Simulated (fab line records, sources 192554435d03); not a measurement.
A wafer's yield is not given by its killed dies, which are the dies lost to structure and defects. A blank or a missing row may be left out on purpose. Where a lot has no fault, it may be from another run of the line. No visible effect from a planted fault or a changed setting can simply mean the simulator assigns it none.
fab line records | flow n5-finfet | part 2 of 2: steps 23 to 32 of 32
[record] lots = 5 | wafers = 15 | last-day = 17
route steps=1938 shown BEOL_M3@932
lots with no fault: from the same line, run without faults
start-h: start of the lot's first displayed wafer, in hours after the record's first day | wait-h: hours from the lot's prior step to this one | " as in the row above | L1.1+2: a single row standing in for several wafers | - no value, or no start given | * or withheld: withheld | < > ~ a bound
route shown NAME@n: NAME is a module with steps in the file, n the number in the route of the first one | usual: mean/standard deviation taken from wafers without a fault | same: alike in all rows | chamber/n: place in a boat | sites: each site's reading | _std_site: standard deviation of those values | _edge_site: the outer-site mean with the inner-site mean subtracted | radius-mm: how far each site lies from the wafer's centre | mask NAME#n: copy n | behind: the most recent tool/chamber to have shaped the wafer | hold: the reason the lot was held/the length of the hold in hours/how it ended | device: which transistor (n, p or np) failed to switch | end of line: tests of these same wafers at the route's end | for a step that has no rows: nothing shown but its recipe | killed: not the wafer's yield, but the dies lost to structure and defects at the first sort | map: a wafer's dies, x killed, . not, _ none there
set.NAME: the setting that was run; set.NAME@STEP: the one run at that earlier step | model.NAME: the simulator's own value behind a step, which no gauge read
lots at selected steps of the route; one table per step, one row per wafer
services: the hour from which a tool's chamber was out of use, counted from the record's first day as start-h (under 0 if before that day), plus the number of hours and why
[[steps]]
[step N5_BEOL_M3_HM_OPEN_17]
[recipe] chemistry = Cl2/BCl3 | target-depth-a = 200 | overetch-a = 60 | target = TiN | mask-material = SOC | ion-energy-ev = 150 | pressure-mtorr = 10 | icp-w = 1000 | bias-w = 126 | Cl2_flow_sccm = 53.25 | bcl3-flow-sccm = 21.75 | Ar_flow_sccm = 25
[usual] drypump-motor-current-A = 5.5/0.66 | oes-product-au = 0.66/0.052 | throttle-valve-pct = 22.12/0.22
lot.wafer | tool         | chamber | start-h | wait-h | drypump-motor-current-A | oes-product-au | rf-hours-counter-h | throttle-valve-pct
L077.3    | rie-metal-01 | 0       | 163.71  | 0.1    | 6.1                     | 0.65           | -                  | 21.67
L077.4    | "            | 1       | "       | "      | 5.4                     | 0.60           | -                  | 22.19
L077.5    | "            | 1       | "       | "      | 5.4                     | 0.60           | -                  | 22.18
L083.1    | rie-metal-01 | 0       | 197.52  | 0.0    | 6.1                     | 0.66           | 45                 | 21.67
L083.2    | "            | 1       | "       | "      | 5.3                     | 0.60           | 73                 | 22.20
L083.6    | "            | 0       | "       | "      | 6.1                     | 0.65           | -                  | 21.69
L082.2    | rie-metal-02 | 1       | 199.10  | 0.0    | 5.2                     | 0.54           | 123                | 22.20
L082.3    | "            | 0       | "       | "      | 6.4                     | 0.73           | -                  | 22.18
L082.6    | "            | 1       | "       | "      | 5.2                     | 0.54           | -                  | 22.19
L084.3    | rie-metal-02 | 1       | 211.02  | 0.1    | 5.3                     | 0.53           | -                  | 22.22
L084.4    | "            | 0       | "       | "      | 6.4                     | 0.72           | -                  | 22.19
L084.5    | "            | 0       | "       | "      | 6.4                     | 0.71           | -                  | 22.19
L095.2    | rie-metal-01 | 0       | 273.68  | 0.0    | 6.1                     | 0.64           | 49                 | 21.70
L095.3    | "            | 1       | "       | "      | 5.4                     | 0.60           | -                  | 22.19
L095.6    | "            | 1       | "       | "      | 5.4                     | 0.59           | -                  | 22.19
[step N5_BEOL_M3_STRIP_19]
[recipe] chemistry = O2 | power-w = 400 | temp-c = 40 | pressure-mtorr = 30 | rf-frequency-hz = 6e+07 | bias-power-w = 0 | overash-fraction = 0.2 | o2-flow-sccm = 225
[usual] drypump-motor-current-A = 5.8/0.36 | oes-product-au = 0.78/0.075 | rf-vpp-V = 3.7/0.54 | showerhead-plenum-p-Torr = 2.09/0.074 | throttle-valve-pct = 16.73/0.21
lot.wafer | tool        | chamber | start-h | wait-h | drypump-motor-current-A | oes-product-au | rf-hours-counter-h | rf-vpp-V | showerhead-plenum-p-Torr | throttle-valve-pct
L077.3    | rie-diel-06 | 0       | 163.80  | 0.1    | 5.8                     | 0.80           | 117                | 2.9      | 2.03                     | 16.43
L077.4    | "           | 2       | "       | "      | 5.9                     | 0.69           | 226                | 3.7      | 2.07                     | 16.97
L077.5    | "           | 1       | "       | "      | 6.4                     | 0.92           | -                  | 3.0      | 2.24                     | 16.52
L083.1    | rie-diel-05 | 3       | 197.63  | 0.1    | 5.2                     | 0.72           | 199                | 3.5      | 2.00                     | 16.93
L083.2    | "           | 0       | "       | "      | 5.9                     | 0.84           | 59                 | 3.0      | 2.04                     | 16.38
L083.6    | "           | 1       | "       | "      | 6.1                     | 0.73           | -                  | 4.1      | 2.17                     | 16.88
L082.2    | rie-diel-06 | 2       | 199.27  | 0.1    | 5.9                     | 0.69           | 236                | 4.4      | 2.06                     | 17.01
L082.3    | "           | 3       | "       | "      | 6.0                     | 0.92           | 17                 | 4.3      | 2.05                     | 16.46
L082.6    | "           | 3       | "       | "      | 6.0                     | 0.92           | -                  | 4.0      | 2.05                     | 16.46
L084.3    | rie-diel-06 | 3       | 211.18  | 0.1    | 6.0                     | 0.92           | 21                 | 4.1      | 2.05                     | 16.48
L084.4    | "           | 1       | "       | "      | 6.3                     | 0.90           | 38                 | 3.1      | 2.23                     | 16.55
L084.5    | "           | 2       | "       | "      | 5.9                     | 0.68           | -                  | 3.5      | 2.06                     | 17.00
L095.2    | rie-diel-05 | 0       | 273.79  | 0.1    | 5.9                     | 0.81           | 85                 | 3.4      | 2.03                     | 16.44
L095.3    | "           | 2       | "       | "      | 6.4                     | 0.93           | 6                  | 3.6      | 2.23                     | 16.69
L095.6    | "           | 2       | "       | "      | 6.4                     | 0.94           | -                  | 3.9      | 2.23                     | 16.69
[step N5_BEOL_M3_CD_MEAS_18]
[recipe] pitch-nm = 36 | target-cd-nm = 18
[usual] cd-nm = 17.98/0.28
lot.wafer | tool      | chamber | start-h | wait-h | cd-nm
L077.3    | cd-sem-01 | -       | 163.87  | 0.1    | 17.81
L077.4    | "         | -       | "       | "      | 18.75
L077.5    | "         | -       | "       | "      | 17.72
L083.1    | cd-sem-02 | -       | 197.70  | 0.0    | 17.50
L083.2    | "         | -       | "       | "      | 18.15
L083.6    | "         | -       | "       | "      | 17.64
L082.2    | cd-sem-02 | -       | 199.35  | 0.1    | 17.75
L082.3    | "         | -       | "       | "      | 17.82
L082.6    | "         | -       | "       | "      | 17.96
L084.3    | cd-sem-03 | -       | 211.25  | 0.1    | 17.48
L084.4    | "         | -       | "       | "      | 17.66
L084.5    | "         | -       | "       | "      | 17.69
L095.2    | cd-sem-01 | -       | 273.86  | 0.1    | 18.22
L095.3    | "         | -       | "       | "      | 17.76
L095.6    | "         | -       | "       | "      | 18.00
[step N5_BEOL_M3_COAT_67]
[recipe] resist = SOC | temp-c = 250 | time-s = 60 | spin-rpm = 1500 | resist-thk-nm = 60
[usual] plate-temp-C = 250.01/0.17
lot.wafer | tool           | chamber | start-h | wait-h | plate-temp-C
L077.3    | litho-track-03 | 0       | 163.90  | 0.0    | 250.03
L077.4    | "              | 0       | "       | "      | 250.18
L077.5    | "              | 0       | "       | "      | 250.05
L083.1    | litho-track-02 | 0       | 197.73  | 0.0    | 249.87
L083.2    | "              | 0       | "       | "      | 249.86
L083.6    | "              | 0       | "       | "      | 249.69
L082.2    | litho-track-02 | 0       | 199.38  | 0.0    | 249.87
L082.3    | "              | 0       | "       | "      | 250.10
L082.6    | "              | 0       | "       | "      | 250.05
L084.3    | litho-track-02 | 0       | 211.29  | 0.0    | 249.93
L084.4    | "              | 0       | "       | "      | 249.87
L084.5    | "              | 0       | "       | "      | 249.84
L095.2    | litho-track-02 | 0       | 273.89  | 0.0    | 250.22
L095.3    | "              | 0       | "       | "      | 250.26
L095.6    | "              | 0       | "       | "      | 250.03
[step N5_BEOL_M3_COAT_68]
[recipe] resist = SiARC | temp-c = 220 | time-s = 60 | spin-rpm = 1500 | resist-thk-nm = 12
[usual] plate-temp-C = 219.95/0.15
lot.wafer | tool           | chamber | start-h | wait-h | plate-temp-C
L077.3    | litho-track-03 | 0       | -       | -      | 220.08
L077.4    | "              | 0       | "       | "      | 220.03
L077.5    | "              | 0       | "       | "      | 219.62
L083.1    | litho-track-02 | 0       | -       | -      | 219.94
L083.2    | "              | 0       | "       | "      | 220.10
L083.6    | "              | 0       | "       | "      | 219.92
L082.2    | litho-track-02 | 0       | -       | -      | 219.81
L082.3    | "              | 0       | "       | "      | 219.96
L082.6    | "              | 0       | "       | "      | 220.00
L084.3    | litho-track-02 | 0       | -       | -      | 220.18
L084.4    | "              | 0       | "       | "      | 220.08
L084.5    | "              | 0       | "       | "      | 220.10
L095.2    | litho-track-02 | 0       | -       | -      | 219.98
L095.3    | "              | 0       | "       | "      | 220.07
L095.6    | "              | 0       | "       | "      | 219.69
[step N5_BEOL_M3_COAT_76]
[recipe] resist = underlayer | temp-c = 205 | time-s = 60 | spin-rpm = 1500 | resist-thk-nm = 5
[usual] plate-temp-C = 205.04/0.16
lot.wafer | tool           | chamber | start-h | wait-h | plate-temp-C
L077.3    | litho-track-03 | 0       | -       | -      | 205.19
L077.4    | "              | 0       | "       | "      | 204.88
L077.5    | "              | 0       | "       | "      | 205.14
L083.1    | litho-track-02 | 0       | -       | -      | 204.91
L083.2    | "              | 0       | "       | "      | 205.25
L083.6    | "              | 0       | "       | "      | 204.88
L082.2    | litho-track-02 | 0       | -       | -      | 205.12
L082.3    | "              | 0       | "       | "      | 205.43
L082.6    | "              | 0       | "       | "      | 205.38
L084.3    | litho-track-02 | 0       | -       | -      | 204.78
L084.4    | "              | 0       | "       | "      | 204.90
L084.5    | "              | 0       | "       | "      | 204.91
L095.2    | litho-track-02 | 0       | -       | -      | 205.04
L095.3    | "              | 0       | "       | "      | 205.11
L095.6    | "              | 0       | "       | "      | 205.06
[step N5_BEOL_M3_COAT_22]
[recipe] resist = CAR-EUV | spin-rpm = 1500 | resist-thk-nm = 30
lot.wafer  | tool           | chamber | start-h | wait-h
L077.3+4+5 | litho-track-03 | 0       | -       | -
L083.1+2+6 | litho-track-02 | 0       | -       | -
L082.2+3+6 | litho-track-02 | 0       | -       | -
L084.3+4+5 | litho-track-02 | 0       | -       | -
L095.2+3+6 | litho-track-02 | 0       | -       | -
[step N5_BEOL_M3_EBR_24]
[recipe] solvent = PGMEA | ebr-width-mm = 1.5
lot.wafer  | tool           | chamber | start-h | wait-h
L077.3+4+5 | litho-track-03 | 0       | -       | -
L083.1+2+6 | litho-track-02 | 0       | -       | -
L082.2+3+6 | litho-track-02 | 0       | -       | -
L084.3+4+5 | litho-track-02 | 0       | -       | -
L095.2+3+6 | litho-track-02 | 0       | -       | -
[step N5_BEOL_M3_SOFTBAKE_23]
[recipe] temp-c = 110 | time-s = 60 | resist = CAR-EUV
[usual] plate-temp-C = 110.02/0.12
lot.wafer | tool           | chamber | start-h | wait-h | plate-temp-C
L077.3    | litho-track-03 | 0       | -       | -      | 109.89
L077.4    | "              | 0       | "       | "      | 110.05
L077.5    | "              | 0       | "       | "      | 109.91
L083.1    | litho-track-02 | 0       | -       | -      | 109.96
L083.2    | "              | 0       | "       | "      | 109.91
L083.6    | "              | 0       | "       | "      | 110.02
L082.2    | litho-track-02 | 0       | -       | -      | 110.16
L082.3    | "              | 0       | "       | "      | 110.10
L082.6    | "              | 0       | "       | "      | 110.25
L084.3    | litho-track-02 | 0       | -       | -      | 109.87
L084.4    | "              | 0       | "       | "      | 109.90
L084.5    | "              | 0       | "       | "      | 109.95
L095.2    | litho-track-02 | 0       | -       | -      | 110.19
L095.3    | "              | 0       | "       | "      | 110.08
L095.6    | "              | 0       | "       | "      | 110.10
[step N5_BEOL_M3_EXPOSE_25]
[recipe] mask-id = V2 | na = 0.33 | source-shape = quasar | sigma-inner = 0.2 | sigma-outer = 0.8 | polarization = unpolarized | defocus-nm = 5 | dose-mj = 63
lot.wafer  | tool           | chamber | start-h | wait-h | mask
L077.3+4+5 | euv-scanner-01 | 0       | 164.09  | -      | V2#0
L083.1+2+6 | euv-scanner-02 | 0       | 197.99  | -      | V2#0
L082.2+3+6 | euv-scanner-02 | 0       | 199.53  | -      | V2#0
L084.3+4+5 | euv-scanner-01 | 0       | 211.57  | -      | V2#0
L095.2+3+6 | euv-scanner-02 | 0       | 274.16  | -      | V2#0
[[services]]
tool           | chamber | start-h | hours | kind
rie-metal-01   | -       | 138.07  | 0.8   | repair
pvd-sputter-03 | -       | 140.90  | 4.9   | repair
euv-scanner-02 | -       | 151.22  | 4.6   | pm
rie-diel-05    | 2       | 154.96  | 3.7   | repair
euv-scanner-01 | -       | 155.82  | 1.0   | pm
rie-diel-01    | 3       | 156.15  | 22.7  | repair
euv-scanner-02 | -       | 156.83  | 17.3  | pm
rie-diel-06    | 2       | 158.83  | 4.2   | repair
euv-scanner-01 | -       | 171.61  | 1.6   | repair
euv-scanner-02 | -       | 174.13  | 1.0   | pm
rie-metal-02   | 1       | 175.71  | 1.0   | repair
rie-metal-02   | -       | 190.94  | 2.8   | pm
euv-scanner-02 | -       | 191.69  | 0.6   | repair
pecvd-02       | -       | 198.18  | 2.8   | pm
euv-scanner-01 | -       | 209.10  | 1.0   | pm
rie-metal-01   | -       | 210.31  | 14.6  | pm
rie-diel-06    | 1       | 212.61  | 5.3   | repair
euv-scanner-02 | -       | 215.67  | 1.0   | pm
euv-scanner-01 | -       | 223.18  | 4.6   | pm
rie-metal-01   | -       | 224.91  | 28.1  | pm
rie-diel-05    | 2       | 235.25  | 4.6   | repair
pecvd-02       | 1       | 254.24  | 5.4   | repair
euv-scanner-01 | -       | 265.25  | 1.0   | pm
euv-scanner-02 | -       | 271.82  | 1.0   | pm
